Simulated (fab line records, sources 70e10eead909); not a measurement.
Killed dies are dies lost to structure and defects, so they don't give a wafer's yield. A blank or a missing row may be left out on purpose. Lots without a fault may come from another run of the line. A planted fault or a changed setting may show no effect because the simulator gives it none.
Chamber matching | flow nand_harc | NHARC_A_M0_DESCUM_14 on rie_diel-02: 4 sister chambers
The step chemistry O2, time 3 s. 20 wafers are shown with their chamber, then 10 later ones without.

WAFERS WITH THEIR CHAMBER
wafer  | chamber | showerhead_plenum_p_Torr (Torr) | drypump_motor_current_A (A) | throttle_valve_pct (%)
L997.1 | 3       | 1.91                            | 5.3                         | 11.309
L997.3 | 0       | 1.83                            | 6.1                         | 11.306
L997.6 | 1       | 1.99                            | 5.4                         | 11.314
L999.1 | 3       | 1.91                            | 5.2                         | 11.327
L999.5 | 2       | 2.06                            | 5.6                         | 11.309
L999.6 | 3       | 1.91                            | 5.2                         | 11.309
L998.2 | 0       | 1.83                            | 6.1                         | 11.308
L998.3 | 3       | 1.91                            | 5.2                         | 11.314
L998.4 | 2       | 2.06                            | 5.6                         | 11.313
L104.1 | 2       | 2.05                            | 5.6                         | 11.319
L104.2 | 3       | 1.91                            | 5.3                         | 11.293
L104.4 | 0       | 1.82                            | 6.1                         | 11.318
L109.4 | 2       | 2.05                            | 5.6                         | 11.331
L109.5 | 1       | 1.99                            | 5.4                         | 11.311
L109.6 | 0       | 1.82                            | 6.1                         | 11.306
L111.3 | 0       | 1.82                            | 6.0                         | 11.310
L111.5 | 1       | 1.99                            | 5.4                         | 11.304
L111.6 | 2       | 2.05                            | 5.6                         | 11.311
L110.1 | 1       | 1.99                            | 5.4                         | 11.301
L110.3 | 3       | 1.91                            | 5.2                         | 11.313

SIGNATURES (means of the wafers above)
reading                  | chamber 0 | chamber 1 | chamber 2 | chamber 3 | scatter within a chamber
showerhead_plenum_p_Torr | 1.8240    | 1.9900    | 2.0540    | 1.9100    | 0.00387
drypump_motor_current_A  | 6.080     | 5.400     | 5.600     | 5.233     | 0.0365
throttle_valve_pct       | 11.30960  | 11.30750  | 11.31660  | 11.31083  | 0.00838
Rule: a wafer's distance from a chamber is the root of the sum, over the readings, of the square of ((its reading less the chamber's mean) divided by the reading's scatter). The wafer belongs to the nearest chamber; if the next one is less than 2 further off, it can't be placed. The scatter: the root of (the sum of the squares of (reading less its chamber's mean) over the shown wafers, divided by (wafers less chambers)).

WAFERS WITHOUT THEIR CHAMBER
wafer  | showerhead_plenum_p_Torr (Torr) | drypump_motor_current_A (A) | throttle_valve_pct (%)
L110.4 | 2.05                            | 5.6                         | 11.312
L113.1 | 1.99                            | 5.4                         | 11.307
L113.2 | 1.82                            | 6.0                         | 11.317
L113.5 | 1.82                            | 6.1                         | 11.311
L117.1 | 2.05                            | 5.6                         | 11.295
L117.2 | 1.82                            | 6.2                         | 11.330
L117.5 | 1.90                            | 5.3                         | 11.319
L116.1 | 1.82                            | 6.1                         | 11.311
L116.4 | 1.99                            | 5.3                         | 11.306
L116.6 | 1.82                            | 6.1                         | 11.300

WHICH CHAMBER EACH WENT THROUGH
wafer  | from the rows above | in truth
L110.4 | 2                   | 2
L113.1 | 1                   | 1
L113.2 | 0                   | 0
L113.5 | 0                   | 0
L117.1 | 2                   | 2
L117.2 | 0                   | 0
L117.5 | 3                   | 3
L116.1 | 0                   | 0
L116.4 | 1                   | 1
L116.6 | 0                   | 0
Placed correctly: 10 of 10. Can't be placed from these rows: 0. Placed wrongly: 0.
